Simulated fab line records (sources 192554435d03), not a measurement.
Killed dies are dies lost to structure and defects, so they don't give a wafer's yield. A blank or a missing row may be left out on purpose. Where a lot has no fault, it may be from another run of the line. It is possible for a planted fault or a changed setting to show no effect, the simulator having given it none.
Matching of chambers :: flow n5-finfet :: N5_BEOL_M2_STRIP_36 on rie-diel-01 has 4 sister chambers
The step strips in N2/H2. 4 wafers are shown with their chamber, then 9 later ones without.

## WAFERS WITH THEIR CHAMBER
wafer: L085.5
chamber: 0
showerhead-plenum-p-Torr (Torr): 2.64

wafer: L089.1
chamber: 3
showerhead-plenum-p-Torr (Torr): 2.61

wafer: L089.2
chamber: 1
showerhead-plenum-p-Torr (Torr): 2.53

wafer: L089.6
chamber: 2
showerhead-plenum-p-Torr (Torr): 2.45

## WAFERS WHOSE CHAMBER IS MISSING
wafer: L092.1
showerhead-plenum-p-Torr (Torr): 2.61

wafer: L092.3
showerhead-plenum-p-Torr (Torr): 2.45

wafer: L092.4
showerhead-plenum-p-Torr (Torr): 2.52

wafer: L094.2
showerhead-plenum-p-Torr (Torr): 2.63

wafer: L094.4
showerhead-plenum-p-Torr (Torr): 2.52

wafer: L094.6
showerhead-plenum-p-Torr (Torr): 2.52

wafer: L096.1
showerhead-plenum-p-Torr (Torr): 2.45

wafer: L096.5
showerhead-plenum-p-Torr (Torr): 2.63

wafer: L096.6
showerhead-plenum-p-Torr (Torr): 2.61

## CHAMBER TAKEN BY EACH
wafer: L092.1
from the rows above: 3
in truth: 3

wafer: L092.3
from the rows above: 2
in truth: 2

wafer: L092.4
from the rows above: 1
in truth: 1

wafer: L094.2
from the rows above: can't be placed: 0 or 3
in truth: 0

wafer: L094.4
from the rows above: 1
in truth: 1

wafer: L094.6
from the rows above: 1
in truth: 1

wafer: L096.1
from the rows above: 2
in truth: 2

wafer: L096.5
from the rows above: can't be placed: 0 or 3
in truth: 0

wafer: L096.6
from the rows above: 3
in truth: 3
Placed correctly: 7 of 9. Can't be placed from these rows: 2 (the true chamber is among the candidates in 2). Placed wrongly: 0.
How it was worked out, from the rows above alone: a wafer's distance from a chamber is the root of the sum, over the readings, of the square of ((its reading less the chamber's mean) divided by the reading's scatter). If the next closest chamber is less than 2 further off than the closest, the wafer can't be placed; otherwise it belongs to the closest. For every chamber, the mean is computed from those of its wafers that are shown. The scatter: with one shown wafer a chamber, the root of the mean of the squares of how far each hidden wafer lies from its nearest shown one.
